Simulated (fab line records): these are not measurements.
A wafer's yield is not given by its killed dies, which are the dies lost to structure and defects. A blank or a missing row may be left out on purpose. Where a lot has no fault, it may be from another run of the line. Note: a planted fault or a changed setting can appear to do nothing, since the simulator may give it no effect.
fab line records	flow nand-harc
[record] lots = 12	wafers = 34	last-day = 33
route steps=1302 shown A_STAIRCASE@652 END@1302
lots with no fault: from the same line, run without faults
start-h: hours from the record's first day to the start of the lot's first wafer shown	wait-h: hours since the lot's step before	" the same as in the row above	L1.1+2: a row that stands for several wafers	- no value present, or no start provided	* or withheld: withheld	< > ~ a bound
route shown NAME@n: names a module that has steps shown in the file, with the first one's number in the route	usual: average and standard deviation across the fault-free wafers	same: alike in all rows	chamber/n: place in a boat	sites: readings site by site	_std_site: standard deviation of those values	_edge_site: mean of outer sites minus mean of inner sites	radius-mm: how far each site lies from the wafer's centre	mask NAME#n: copy n	behind: the most recent tool/chamber to have shaped the wafer	hold: what put the lot on hold/how long, in hours/how the hold closed	device: the transistor (n, p or np) that didn't switch	end of line: the route-end tests of the same wafers	where a step has no rows: the recipe by itself	killed: count of dies lost to structure and defects at first sort (not the wafer's yield)	map: the dies of a wafer, with x for killed, . for not killed, _ for no die there
set.NAME: the setting the step ran with; set.NAME@STEP: the setting that earlier step ran with	model.NAME: the simulator's own value behind a step, which no gauge read
one table for each step of the route and one row for each wafer, over a sample of lots
services: the hour from which a tool's chamber was out of use, counted from the record's first day as start-h (under 0 if before that day), plus the number of hours and why
[[steps]]
[step NHARC_A_STAIRCASE_ETCH_170]
[recipe] target-depth-a = 2000	time-s = 66.667	ion-energy-ev = 250	c4f6-flow-sccm = 25	o2-flow-sccm = 20	ar-flow-sccm = 500	rf-w = 600	bias-w = 500	chemistry = C4F6/O2
[usual] c4f6-flow-sccm = 25.00/0.081	drypump-motor-current-A = 5.7/0.36	oes-product-au = 0.973/0.012	rf-vpp-V = 547/3.9	showerhead-plenum-p-Torr = 3.91/0.19	throttle-valve-pct = 26.903/0.0088
lot.wafer	tool	chamber	start-h	wait-h	c4f6-flow-sccm	drypump-motor-current-A	oes-product-au	rf-hours-counter-h	rf-vpp-V	showerhead-plenum-p-Torr	throttle-valve-pct
L653.2	rie-diel-08	0	-	-	25.12	5.9	0.979	49	550	4.09	26.907
L653.4	"	1	"	"	25.09	5.9	0.994	56	550	4.05	26.909
L653.5	"	1	"	"	24.96	5.9	0.988	-	550	4.05	26.914
L654.3	rie-diel-10	3	-	-	24.95	5.5	0.972	42	541	3.65	26.910
L654.1	"	0	"	"	24.93	5.2	0.976	37	546	3.84	26.890
L654.5	"	2	"	"	24.97	5.1	0.963	-	548	3.94	26.898
L655.1	rie-diel-10	0	-	-	25.03	5.3	0.978	42	544	3.84	26.915
L655.2	"	2	"	"	24.95	5.1	0.981	45	547	3.93	26.886
L655.5	"	0	"	"	24.90	5.3	0.971	-	545	3.84	26.904
L656.1	rie-diel-03	2	-	-	24.98	5.7	0.978	42	540	3.64	26.910
L656.2	"	0	"	"	24.88	5.6	0.969	47	551	4.12	26.912
L656.5	"	2	"	"	25.05	5.7	0.985	-	542	3.65	26.893
L658.3	rie-diel-03	1	-	-	25.00	6.3	0.962	46	541	3.69	26.902
L658.4	"	3	"	"	24.90	5.6	0.971	44	548	3.92	26.895
L658.6	"	0	"	"	25.13	5.5	0.975	-	551	4.12	26.901
L659.2	rie-diel-10	0	-	-	25.04	5.3	0.983	3	545	3.83	26.905
L659.4	"	1	"	"	25.00	6.0	0.978	3	542	3.70	26.903
L659.6	"	0	"	"	25.19	5.3	0.990	-	546	3.83	26.901
L660.3	rie-diel-10	2	-	-	25.10	5.1	0.959	9	545	3.92	26.895
L660.1	"	3	"	"	25.06	5.5	0.968	13	553	4.22	26.902
L660.2	"	0	"	"	24.92	5.2	0.964	11	545	3.83	26.910
L662.2	rie-diel-10	2	-	-	24.92	5.1	0.984	11	547	3.92	26.903
L662.1	"	0	"	"	25.10	5.2	0.975	12	545	3.82	26.895
L662.6	"	3	"	"	25.11	5.5	0.976	-	554	4.22	26.893
L661.3	rie-diel-03	3	-	-	24.96	5.6	0.974	1	547	3.91	26.900
L661.2	"	0	"	"	24.97	5.5	0.979	1	551	4.11	26.895
L661.6	"	1	"	"	25.22	6.3	0.971	-	541	3.68	26.895
L668.1	rie-diel-03	2	-	-	24.99	5.7	0.974	13	553	4.22	26.903
L668.5	"	0	"	"	25.05	5.5	0.979	-	550	4.11	26.901
L667.1	rie-diel-08	2	-	-	24.96	5.8	0.996	44	549	4.04	26.896
L667.5	"	1	"	"	24.92	5.9	0.957	-	551	4.02	26.899
L674.2	rie-diel-08	2	-	-	25.01	5.8	0.995	5	551	4.03	26.897
L674.1	"	3	"	"	24.95	6.3	0.986	5	552	4.22	26.908
L674.6	"	1	"	"	25.00	5.9	0.981	-	548	4.01	26.900
[step NHARC_A_STAIRCASE_TRIM_12]
[recipe] time-s = 211.2	o2-flow-sccm = 500	ar-flow-sccm = 0	bias-w = 0	chemistry = O2
[usual] drypump-motor-current-A = 5.8/0.36	oes-product-au = 1.000/0.01	rf-vpp-V = 57.7/0.9	showerhead-plenum-p-Torr = 3.51/0.17	throttle-valve-pct = 17.036/0.0081
lot.wafer	tool	chamber	start-h	wait-h	drypump-motor-current-A	oes-product-au	rf-hours-counter-h	rf-vpp-V	showerhead-plenum-p-Torr	throttle-valve-pct
L653.4	rie-diel-10	1	369.73	0.1	6.0	1.011	34	58.9	3.33	17.042
L653.2	"	2	"	"	5.1	0.989	39	57.7	3.54	17.039
L653.5	"	1	"	"	6.0	1.005	-	55.5	3.33	17.046
L654.1	rie-diel-03	1	377.00	0.1	6.3	0.988	34	57.9	3.32	17.048
L654.3	"	2	"	"	5.7	1.001	30	59.3	3.28	17.033
L654.5	"	0	"	"	5.5	0.998	-	58.4	3.72	17.035
L655.2	rie-diel-10	0	388.72	0.1	5.2	1.010	42	57.8	3.45	17.033
L655.1	"	2	"	"	5.1	0.996	46	58.0	3.54	17.023
L655.5	"	0	"	"	5.2	1.002	-	56.8	3.45	17.032
L656.1	rie-diel-10	2	409.60	0.1	5.1	0.999	55	58.7	3.53	17.041
L656.2	"	0	"	"	5.3	1.004	53	57.0	3.45	17.029
L656.5	"	1	"	"	6.0	0.991	-	57.7	3.32	17.034
L658.4	rie-diel-08	0	426.18	0.1	5.9	1.004	18	57.7	3.67	17.043
L658.3	"	3	"	"	6.3	1.012	14	56.5	3.30	17.034
L658.6	"	0	"	"	5.9	1.003	-	59.3	3.67	17.032
L659.2	rie-diel-08	3	446.50	0.1	6.3	1.008	23	57.2	3.30	17.041
L659.4	"	0	"	"	5.9	0.993	26	57.9	3.67	17.039
L659.6	"	3	"	"	6.3	1.026	-	57.0	3.30	17.043
L660.3	rie-diel-08	3	459.37	0.1	6.3	1.012	26	57.5	3.30	17.041
L660.2	"	0	"	"	5.9	0.991	29	57.8	3.66	17.046
L660.1	"	2	"	"	5.8	1.008	23	57.2	3.65	17.031
L662.2	rie-diel-08	3	463.73	0.1	6.3	1.001	27	56.4	3.30	17.032
L662.1	"	2	"	"	5.8	1.011	25	56.8	3.65	17.046
L662.6	"	3	"	"	6.3	1.011	-	57.1	3.30	17.047
L661.2	rie-diel-03	0	471.14	0.1	5.5	1.009	2	58.1	3.70	17.037
L661.3	"	0	"	"	5.5	1.011	-	59.6	3.70	17.040
L661.6	"	0	"	"	5.5	1.008	-	58.1	3.70	17.036
L668.1	rie-diel-08	2	512.03	0.1	5.8	0.814	42	58.8	3.63	17.036
L668.5	"	0	"	"	5.8	0.997	-	57.4	3.66	17.046
L667.1	rie-diel-08	2	524.19	0.1	5.8	0.796	44	56.0	3.63	17.031
L667.5	"	2	"	"	5.8	1.024	-	58.1	3.63	17.034
L674.2	rie-diel-08	2	581.62	0.1	5.8	1.004	5	57.8	3.63	17.046
L674.1	"	3	"	"	6.3	1.002	5	58.5	3.81	17.031
L674.6	"	1	"	"	5.9	0.998	-	58.9	3.61	17.026
[step NHARC_A_STAIRCASE_TRIM_18]
[recipe] time-s = 211.2	o2-flow-sccm = 500	ar-flow-sccm = 0	bias-w = 0	chemistry = O2
[usual] drypump-motor-current-A = 5.7/0.36	oes-product-au = 0.998/0.011	rf-vpp-V = 57.7/0.87	showerhead-plenum-p-Torr = 3.52/0.17	throttle-valve-pct = 17.037/0.0089
lot.wafer	tool	chamber	start-h	wait-h	drypump-motor-current-A	oes-product-au	rf-hours-counter-h	rf-vpp-V	showerhead-plenum-p-Torr	throttle-valve-pct
L653.4	rie-diel-10	0	-	-	5.3	0.993	36	57.7	3.46	17.035
L653.2	"	1	"	"	6.0	1.003	35	56.4	3.33	17.024
L653.5	"	2	"	"	5.1	1.000	-	59.4	3.54	17.025
L654.3	rie-diel-03	1	-	-	6.3	0.994	35	56.2	3.32	17.048
L654.1	"	2	"	"	5.7	0.994	30	55.8	3.28	17.042
L654.5	"	0	"	"	5.5	0.995	-	58.0	3.72	17.046
L655.1	rie-diel-10	3	-	-	5.5	1.009	47	56.7	3.27	17.049
L655.2	"	2	"	"	5.1	0.992	46	57.0	3.54	17.053
L655.5	"	3	"	"	5.5	1.003	-	55.9	3.27	17.036
L656.1	rie-diel-10	2	-	-	5.1	0.998	56	57.5	3.53	17.036
L656.2	"	0	"	"	5.2	0.997	53	57.7	3.45	17.041
L656.5	"	2	"	"	5.1	0.995	-	57.8	3.53	17.031
L658.4	rie-diel-08	1	-	-	5.9	0.997	20	58.7	3.63	17.044
L658.3	"	3	"	"	6.3	1.006	16	56.4	3.30	17.025
L658.6	"	1	"	"	5.9	0.993	-	58.5	3.63	17.042
L659.4	rie-diel-08	1	-	-	5.9	0.984	25	58.0	3.63	17.026
L659.2	"	2	"	"	5.7	1.016	21	58.9	3.65	17.039
L659.6	"	3	"	"	6.3	1.008	-	57.0	3.30	17.045
L660.3	rie-diel-08	2	-	-	5.8	1.020	24	57.6	3.65	17.039
L660.1	"	3	"	"	6.3	1.005	26	57.7	3.30	17.031
L660.2	"	0	"	"	5.9	1.005	29	57.3	3.66	17.030
L662.2	rie-diel-08	1	-	-	5.9	1.003	29	57.7	3.63	17.027
L662.1	"	3	"	"	6.3	1.002	28	56.9	3.30	17.050
L662.6	"	2	"	"	5.8	1.019	-	57.1	3.64	17.036
L661.2	rie-diel-03	0	-	-	5.5	0.988	2	57.7	3.70	17.046
L661.3	"	0	"	"	5.5	0.982	-	57.4	3.70	17.034
L661.6	"	0	"	"	5.5	0.990	-	58.6	3.70	17.029
L668.1	rie-diel-08	3	-	-	6.3	0.995	43	56.4	3.29	17.056
L668.5	"	2	"	"	5.8	1.018	-	57.4	3.64	17.035
L667.1	rie-diel-08	2	-	-	5.8	1.024	45	56.6	3.63	17.028
L667.5	"	0	"	"	5.9	0.988	-	58.0	3.65	17.050
L674.2	rie-diel-08	0	-	-	5.9	1.019	5	57.3	3.64	17.049
L674.1	"	2	"	"	5.8	1.022	5	58.3	3.63	17.018
L674.6	"	0	"	"	5.9	1.014	-	58.3	3.64	17.036
[step NHARC_A_STAIRCASE_ETCH_23]
[recipe] target-depth-a = 1000	time-s = 40.5	ion-energy-ev = 400	c4f8-flow-sccm = 20	o2-flow-sccm = 10	ar-flow-sccm = withheld	rf-w = 600	bias-w = 1000	chemistry = C4F8/O2
[usual] oes-product-au = 0.945/0.012	rf-vpp-V = 896/6.7
lot.wafer	tool	chamber	start-h	wait-h	oes-product-au	rf-hours-counter-h	rf-vpp-V
L653.4	rie-diel-10	3	-	-	0.952	41	886
L653.2	"	0	"	"	0.960	36	893
L653.5	"	3	"	"	0.957	-	889
L654.1	rie-diel-10	3	-	-	0.944	43	886
L654.3	"	1	"	"	0.930	39	889
L654.5	"	0	"	"	0.952	-	895
L655.2	rie-diel-08	3	-	-	0.946	2	887
L655.1	"	2	"	"	0.960	2	900
L655.5	"	3	"	"	0.957	-	890
L656.2	rie-diel-03	3	-	-	0.923	41	895
L656.1	"	1	"	"	0.952	42	889
L656.5	"	3	"	"	0.935	-	895
L658.3	rie-diel-08	3	-	-	0.951	16	888
L658.4	"	0	"	"	0.922	20	902
L658.6	"	3	"	"	0.948	-	888
L659.4	rie-diel-08	1	-	-	0.935	25	900
L659.2	"	2	"	"	0.952	21	902
L659.6	"	1	"	"	0.931	-	901
L660.1	rie-diel-10	3	-	-	0.942	14	905
L660.3	"	0	"	"	0.957	12	892
L660.2	"	2	"	"	0.938	11	896
L662.1	rie-diel-08	1	-	-	0.938	30	901
L662.2	"	3	"	"	0.975	28	889
L662.6	"	1	"	"	0.922	-	900
L661.3	rie-diel-10	3	-	-	0.944	20	904
L661.2	"	0	"	"	0.946	18	892
L661.6	"	0	"	"	0.954	-	892
L668.1	rie-diel-03	2	-	-	0.937	15	905
L668.5	"	1	"	"	0.935	-	887
L667.1	rie-diel-08	3	-	-	0.955	46	887
L667.5	"	1	"	"	0.917	-	898
L674.1	rie-diel-03	2	-	-	0.952	39	907
L674.2	"	3	"	"	0.955	42	895
L674.6	"	1	"	"	0.942	-	888
[step NHARC_END_SORT_01]
[recipe] temp-c = 25
[usual] killed-at-array = 59/16	killed-at-other = 0.8/1.1	killed-at-periphery = 3.6/2.4	killed-dies = 64/16	killed-open = 3.4/1.8	killed-short = 2.5/1.6
[same] gross-dies = 677
lot.wafer	tool	chamber	start-h	wait-h	killed-at-array	killed-at-other	killed-at-periphery	killed-dies	killed-open	killed-short
L653.2	prober-02	0	581.52	2.8	68	0	4	72	2	4
L653.4	prober-02	0	583.13	3.4	81	0	2	83	3	2
L653.5	prober-02	0	583.94	3.7	87	0	0	87	4	3
L654.1	prober-02	0	588.52	2.5	85	0	3	88	5	3
L654.3	prober-02	0	590.12	3.1	82	0	3	85	6	2
L654.5	prober-02	0	591.72	3.7	82	0	5	87	5	0
L655.1	prober-01	0	594.62	2.5	40	3	4	47	3	2
L655.2	prober-01	0	595.42	2.8	43	3	4	50	4	8
L655.5	prober-01	0	597.80	3.7	58	2	5	65	3	2
L656.1	prober-02	0	613.59	2.5	61	1	6	68	5	2
L656.2	prober-02	0	614.40	2.8	60	1	1	62	2	4
L656.5	prober-02	0	616.82	3.7	55	1	1	57	4	3
L658.3	prober-01	0	632.97	3.1	70	0	0	70	1	2
L658.4	prober-01	0	633.76	3.4	47	0	3	50	7	3
L658.6	prober-01	0	635.33	3.9	48	0	0	48	0	0
L659.2	prober-02	0	660.87	2.8	57	1	10	68	2	1
L659.4	prober-02	0	662.45	3.4	58	3	8	69	7	2
L659.6	prober-02	0	664.04	4.0	54	2	7	63	4	2
L662.1	prober-01	0	682.31	2.5	85	1	1	87	2	3
L662.2	prober-01	0	683.11	2.8	68	1	2	71	3	2
L662.6	prober-01	0	686.30	4.0	77	0	4	81	4	3
L660.1	prober-02	0	690.10	2.5	64	1	8	73	5	1
L660.2	prober-02	0	690.90	2.8	60	3	2	65	2	1
L660.3	prober-02	0	691.70	3.1	52	0	8	60	3	0
L661.2	prober-02	0	698.70	2.8	67	0	4	71	6	0
L661.3	prober-02	0	699.51	3.1	67	0	3	70	5	4
L661.6	prober-02	0	701.94	4.0	61	1	2	64	0	2
L668.1	prober-02	0	725.17	2.5	674	2	1	677	2	1
L668.5	prober-02	0	728.35	3.7	49	6	3	58	2	2
L667.1	prober-01	0	733.71	2.5	672	0	4	676	3	4
L667.5	prober-01	0	736.96	3.7	73	0	2	75	6	2
L674.1	prober-01	0	789.01	2.5	28	0	1	29	4	3
L674.2	prober-01	0	789.83	2.8	41	1	3	45	4	4
L674.6	prober-01	0	793.08	4.1	29	0	1	30	2	2
// killed by level:class
L653.2 A_SLIT:chamber-film-flake=27 A_CHANNEL_HOLE_D1:chamber-film-flake=24 A_CHANNEL_HOLE_D2:chamber-film-flake=5 A_CONTACT:chamber-film-flake=4 P_GATE:chamber-film-flake=2 P_GATE:geometric-particle:open=1 P_M0:geometric-particle:short=1 A_CHANNEL_FILL_D1:geometric-particle:short=1
L653.4 A_CHANNEL_HOLE_D1:chamber-film-flake=36 A_SLIT:chamber-film-flake=27 A_CHANNEL_HOLE_D2:chamber-film-flake=8 A_CONTACT:chamber-film-flake=3 A_CONTACT:geometric-particle:open=2 P_CONTACT:geometric-particle:short=1 A_CHANNEL_HOLE_D1:geometric-particle:short=1 A_DECK1_JOINT:geometric-particle:open=1
L653.5 A_CHANNEL_HOLE_D1:chamber-film-flake=36 A_SLIT:chamber-film-flake=23 A_CHANNEL_HOLE_D2:chamber-film-flake=9 A_STAIRCASE:chamber-film-flake=3 A_CONTACT:chamber-film-flake=3 A_ZERO_WELL:chamber-film-flake=2 A_WL_FILL:chamber-film-flake=2 A_ONON_D1:geometric-particle:open=1
L654.1 A_SLIT:chamber-film-flake=31 A_CHANNEL_HOLE_D2:chamber-film-flake=27 A_STAIRCASE:chamber-film-flake=9 A_CHANNEL_HOLE_D1:chamber-film-flake=4 A_CHANNEL_FILL_D2:geometric-particle:open=2 A_WL_FILL:chamber-film-flake=2 A_CONTACT:chamber-film-flake=2 P_CONTACT:geometric-particle:open=1
L654.3 A_CHANNEL_HOLE_D2:chamber-film-flake=37 A_SLIT:chamber-film-flake=29 A_STAIRCASE:chamber-film-flake=8 P_CONTACT:geometric-particle:open=2 A_ONON_D1:geometric-particle:short=1 A_ONON_D1:geometric-particle:open=1 A_DECK1_JOINT:geometric-particle:open=1 A_WL_FILL:geometric-particle:short=1
L654.5 A_CHANNEL_HOLE_D2:chamber-film-flake=32 A_SLIT:chamber-film-flake=30 A_STAIRCASE:chamber-film-flake=8 P_STI:chamber-film-flake=3 A_CHANNEL_HOLE_D1:chamber-film-flake=3 A_M0:chamber-film-flake=3 A_CONTACT:chamber-film-flake=2 P_CONTACT:geometric-particle:open=1
L655.1 A_CHANNEL_HOLE_D2:chamber-film-flake=28 A_STAIRCASE:chamber-film-flake=3 A_CONTACT:chamber-film-flake=3 THIN_TSV:chamber-film-flake=3 P_GATE:chamber-film-flake=2 A_CHANNEL_HOLE_D1:chamber-film-flake=2 P_M1:geometric-particle:open=1 A_CHANNEL_FILL_D1:geometric-particle:short=1
L655.2 A_CHANNEL_HOLE_D2:chamber-film-flake=27 A_CHANNEL_FILL_D2:geometric-particle:short=3 A_ONON_D1:geometric-particle:short=2 P_GATE:chamber-film-flake=2 A_CHANNEL_HOLE_D1:chamber-film-flake=2 A_STAIRCASE:chamber-film-flake=2 THIN_TSV:chamber-film-flake=2 P_M0:geometric-particle:open=1
L655.5 A_CHANNEL_HOLE_D2:chamber-film-flake=37 A_CONTACT:chamber-film-flake=6 A_SLIT:chamber-film-flake=5 A_STAIRCASE:chamber-film-flake=4 A_CHANNEL_HOLE_D1:chamber-film-flake=3 P_M1:chamber-film-flake=2 THIN_TSV:chamber-film-flake=2 P_CONTACT:geometric-particle:open=1
L656.1 A_CHANNEL_HOLE_D1:chamber-film-flake=35 A_CHANNEL_HOLE_D2:chamber-film-flake=14 P_ZERO_WELL:chamber-film-flake=4 A_STAIRCASE:chamber-film-flake=4 A_CONTACT:chamber-film-flake=2 P_CONTACT:geometric-particle:open=1 P_M1:geometric-particle:open=1 A_SOURCE_PLATE:geometric-particle:short=1
L656.2 A_CHANNEL_HOLE_D1:chamber-film-flake=39 A_CHANNEL_HOLE_D2:chamber-film-flake=8 A_WL_FILL:geometric-particle:short=3 A_CONTACT:chamber-film-flake=3 A_STAIRCASE:chamber-film-flake=3 A_CHANNEL_HOLE_D2:geometric-particle:short=1 A_CHANNEL_FILL_D2:geometric-particle:open=1 A_WL_FILL:geometric-particle:open=1
L656.5 A_CHANNEL_HOLE_D1:chamber-film-flake=29 A_CHANNEL_HOLE_D2:chamber-film-flake=15 A_STAIRCASE:chamber-film-flake=3 A_CHANNEL_FILL_D1:geometric-particle:open=2 A_CHANNEL_FILL_D1:chamber-film-flake=2 P_CONTACT:geometric-particle:open=1 A_CHANNEL_HOLE_D1:geometric-particle:short=1 A_DECK1_JOINT:geometric-particle:short=1
L658.3 A_CHANNEL_HOLE_D2:chamber-film-flake=41 A_CONTACT:chamber-film-flake=13 A_CHANNEL_HOLE_D1:chamber-film-flake=5 A_WL_FILL:chamber-film-flake=4 A_STAIRCASE:chamber-film-flake=3 A_ONON_D2:geometric-particle:short=2 A_CHANNEL_FILL_D1:geometric-particle:open=1 A_SLIT:chamber-film-flake=1
L658.4 A_CHANNEL_HOLE_D2:chamber-film-flake=28 A_CONTACT:chamber-film-flake=8 A_CHANNEL_HOLE_D1:chamber-film-flake=2 P_M0:geometric-particle:open=1 P_M2:geometric-particle:short=1 P_BONDPAD:geometric-particle:open=1 A_SOURCE_PLATE:geometric-particle:open=1 A_CHANNEL_FILL_D1:geometric-particle:short=1
L658.6 A_CHANNEL_HOLE_D2:chamber-film-flake=27 A_CONTACT:chamber-film-flake=11 A_CHANNEL_HOLE_D1:chamber-film-flake=4 A_STAIRCASE:chamber-film-flake=3 A_WL_FILL:chamber-film-flake=2 A_CHANNEL_FILL_D2:chamber-film-flake=1
L659.2 A_SLIT:chamber-film-flake=28 A_CHANNEL_HOLE_D2:chamber-film-flake=20 P_CONTACT:chamber-film-flake=7 A_CONTACT:chamber-film-flake=5 P_GATE:geometric-particle:open=1 A_CHANNEL_FILL_D1:geometric-particle:short=1 A_M1:geometric-particle:open=1 P_ZERO_WELL:chamber-film-flake=1
L659.4 A_SLIT:chamber-film-flake=29 A_CHANNEL_HOLE_D2:chamber-film-flake=11 A_CHANNEL_HOLE_D1:chamber-film-flake=7 P_CONTACT:chamber-film-flake=4 THIN_TSV:chamber-film-flake=3 P_M1:geometric-particle:open=2 A_DECK1_JOINT:geometric-particle:open=2 A_CONTACT:chamber-film-flake=2
L659.6 A_SLIT:chamber-film-flake=22 A_CHANNEL_HOLE_D2:chamber-film-flake=12 P_CONTACT:chamber-film-flake=6 A_CHANNEL_HOLE_D1:chamber-film-flake=6 A_CONTACT:chamber-film-flake=4 A_STAIRCASE:chamber-film-flake=3 THIN_TSV:chamber-film-flake=2 P_M0:geometric-particle:open=1
L662.1 A_CHANNEL_HOLE_D1:chamber-film-flake=38 A_SLIT:chamber-film-flake=32 A_CONTACT:chamber-film-flake=5 A_WL_FILL:chamber-film-flake=3 P_M0:geometric-particle:open=1 A_CHANNEL_HOLE_D1:geometric-particle:short=1 A_CHANNEL_FILL_D1:geometric-particle:open=1 A_SGD_CUT:geometric-particle:short=1
L662.2 A_SLIT:chamber-film-flake=30 A_CHANNEL_HOLE_D1:chamber-film-flake=25 A_CONTACT:chamber-film-flake=4 A_STAIRCASE:chamber-film-flake=2 P_M0:geometric-particle:open=1 A_CHANNEL_FILL_D1:geometric-particle:open=1 A_DECK1_JOINT:geometric-particle:short=1 A_ONON_D2:geometric-particle:short=1
L662.6 A_CHANNEL_HOLE_D1:chamber-film-flake=36 A_SLIT:chamber-film-flake=25 A_CONTACT:chamber-film-flake=7 P_GATE:geometric-particle:open=2 A_CHANNEL_FILL_D2:chamber-film-flake=2 A_ONON_D1:geometric-particle:short=1 A_CHANNEL_FILL_D2:geometric-particle:open=1 A_STAIRCASE:geometric-particle:short=1
L660.1 A_CHANNEL_HOLE_D1:chamber-film-flake=29 A_CHANNEL_HOLE_D2:chamber-film-flake=16 A_CONTACT:chamber-film-flake=5 P_M0:chamber-film-flake=5 A_STAIRCASE:chamber-film-flake=4 A_DECK1_JOINT:chamber-film-flake=3 A_CHANNEL_FILL_D1:chamber-film-flake=2 P_M0:geometric-particle:open=1
L660.2 A_CHANNEL_HOLE_D1:chamber-film-flake=35 A_CHANNEL_HOLE_D2:chamber-film-flake=14 A_STAIRCASE:chamber-film-flake=3 THIN_TSV:chamber-film-flake=3 A_CHANNEL_FILL_D1:chamber-film-flake=2 A_DECK1_JOINT:chamber-film-flake=2 P_GATE:geometric-particle:open=1 A_CHANNEL_FILL_D2:geometric-particle:open=1
L660.3 A_CHANNEL_HOLE_D1:chamber-film-flake=29 A_CHANNEL_HOLE_D2:chamber-film-flake=8 P_M0:chamber-film-flake=5 A_CHANNEL_FILL_D1:chamber-film-flake=4 A_STAIRCASE:chamber-film-flake=4 A_CONTACT:chamber-film-flake=4 P_CONTACT:geometric-particle:open=2 A_ONON_D1:geometric-particle:open=1
L661.2 A_CHANNEL_HOLE_D1:chamber-film-flake=35 A_SLIT:chamber-film-flake=24 A_ONON_D2:geometric-particle:open=2 P_M2:geometric-particle:open=1 A_CHANNEL_FILL_D1:geometric-particle:open=1 A_SLIT:geometric-particle:open=1 A_M0:geometric-particle:open=1 P_ZERO_WELL:chamber-film-flake=1
L661.3 A_SLIT:chamber-film-flake=29 A_CHANNEL_HOLE_D1:chamber-film-flake=22 A_CONTACT:chamber-film-flake=4 P_M0:chamber-film-flake=2 P_GATE:geometric-particle:open=1 A_SOURCE_PLATE:geometric-particle:short=1 A_CHANNEL_HOLE_D1:geometric-particle:open=1 A_ONON_D2:geometric-particle:short=1
L661.6 A_CHANNEL_HOLE_D1:chamber-film-flake=29 A_SLIT:chamber-film-flake=20 A_CONTACT:chamber-film-flake=4 A_CHANNEL_HOLE_D2:chamber-film-flake=2 A_STAIRCASE:chamber-film-flake=2 A_WL_FILL:chamber-film-flake=2 A_ONON_D1:geometric-particle:short=1 A_ONON_D2:geometric-particle:short=1
L668.1 A_STAIRCASE:area-trim=627 A_CHANNEL_HOLE_D2:chamber-film-flake=24 A_CHANNEL_HOLE_D1:chamber-film-flake=12 A_SLIT:chamber-film-flake=5 A_CONTACT:chamber-film-flake=2 THIN_TSV:chamber-film-flake=2 A_CHANNEL_FILL_D1:geometric-particle:short=1 A_ONON_D2:geometric-particle:open=1
L668.5 A_CHANNEL_HOLE_D2:chamber-film-flake=23 A_SLIT:chamber-film-flake=11 A_CHANNEL_HOLE_D1:chamber-film-flake=9 THIN_TSV:chamber-film-flake=6 P_GATE:chamber-film-flake=2 A_STAIRCASE:chamber-film-flake=2 P_M0:geometric-particle:open=1 A_DECK1_JOINT:geometric-particle:short=1
L667.1 A_STAIRCASE:area-trim=598 A_SLIT:chamber-film-flake=36 A_CHANNEL_HOLE_D2:chamber-film-flake=13 A_CHANNEL_HOLE_D1:chamber-film-flake=10 A_CONTACT:chamber-film-flake=7 A_BLC:chamber-film-flake=2 P_CONTACT:geometric-particle:open=1 P_CONTACT:geometric-particle:short=1
L667.5 A_SLIT:chamber-film-flake=32 A_CHANNEL_HOLE_D1:chamber-film-flake=14 A_CHANNEL_HOLE_D2:chamber-film-flake=14 A_STAIRCASE:chamber-film-flake=4 P_CONTACT:geometric-particle:open=1 P_M0:geometric-particle:open=1 A_ONON_D1:geometric-particle:open=1 A_DECK1_JOINT:geometric-particle:open=1
L674.1 A_SLIT:chamber-film-flake=7 A_CONTACT:chamber-film-flake=5 A_CHANNEL_HOLE_D1:chamber-film-flake=3 A_DECK1_JOINT:geometric-particle:open=2 A_CHANNEL_HOLE_D1:geometric-particle:open=1 A_CHANNEL_FILL_D1:geometric-particle:short=1 A_ONON_D2:geometric-particle:short=1 A_CHANNEL_HOLE_D2:geometric-particle:open=1
L674.2 A_SLIT:chamber-film-flake=12 A_CHANNEL_HOLE_D1:chamber-film-flake=9 A_CONTACT:chamber-film-flake=5 A_STAIRCASE:chamber-film-flake=4 A_ONON_D1:geometric-particle:open=2 A_M1:chamber-film-flake=2 P_CONTACT:geometric-particle:short=1 A_WL_FILL:geometric-particle:short=1
L674.6 A_SLIT:chamber-film-flake=8 A_CHANNEL_HOLE_D1:chamber-film-flake=4 A_STAIRCASE:chamber-film-flake=3 A_WL_FILL:chamber-film-flake=3 A_M1:chamber-film-flake=2 A_ONON_D1:geometric-particle:open=1 A_CHANNEL_FILL_D1:geometric-particle:short=1 A_WL_FILL:geometric-particle:open=1
[[services]]
tool	chamber	start-h	hours	kind
rie-diel-08	1	345.55	2.6	repair
rie-diel-03	3	353.14	5.0	repair
rie-diel-08	0	353.49	-	clean
rie-diel-08	1	353.49	-	clean
rie-diel-08	2	353.49	-	clean
rie-diel-08	3	353.49	-	clean
rie-diel-08	-	371.69	9.0	pm
rie-diel-08	0	371.69	9.0	vent-cycle
rie-diel-08	1	371.69	9.0	vent-cycle
rie-diel-08	2	371.69	9.0	vent-cycle
rie-diel-08	3	371.69	9.0	vent-cycle
rie-diel-08	0	380.69	-	clean
rie-diel-08	1	380.69	-	clean
rie-diel-08	2	380.69	-	clean
rie-diel-08	3	380.69	-	clean
rie-diel-03	1	381.98	11.9	repair
rie-diel-08	2	382.30	3.3	repair
rie-diel-08	0	407.36	-	clean
rie-diel-08	1	407.36	-	clean
rie-diel-10	-	419.94	9.0	pm
rie-diel-03	-	442.14	0.5	repair
rie-diel-03	-	458.33	9.0	pm
rie-diel-08	-	549.09	9.0	pm
rie-diel-03	3	555.71	3.1	repair
[[key]]
[first-sign] step = NHARC_A_STAIRCASE_TRIM_12	reading = oes-product-au	direction = down	sigmas = 19	usual = 1.000	struck = 0.805
[effect] step = NHARC_END_SORT_01	reading = killed-dies	direction = up	sigmas = 39	usual = 64	struck = 676
[more-kills-born-at] NHARC_A_STAIRCASE_TRIM_12@rie-diel-08 = 1225
met-at NHARC_A_STAIRCASE_TRIM_12
struck-lots L667,L668
struck-wafers L667.1,L668.1
later-rows-left-out L667.1,L668.1
tester-left-out L667,L668
not-acting-at NHARC_A_STAIRCASE_ETCH_170,NHARC_A_STAIRCASE_TRIM_18,NHARC_A_STAIRCASE_ETCH_23
onset-between 463.73 512.03
[fault] kind = process-parameter-drift	tool = rie-diel-08	chamber = -	onset-h = 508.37	steps = NHARC_A_STAIRCASE_TRIM_12	channel = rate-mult	offset = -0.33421	shape = step	end-h = 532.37	scope = struck-wafers-only
// tester-left-out: of these lots the tester's yield and bins aren't shown, on N5 and GAA mostly nor the transistor test; their killed dies are dies lost to structure and defects alone, not to doping, threshold or leakage, so they don't give the yield
// later-rows-left-out: the simulator's readings of these wafers behind a module that went badly wrong aren't trusted and aren't shown, but for the sort
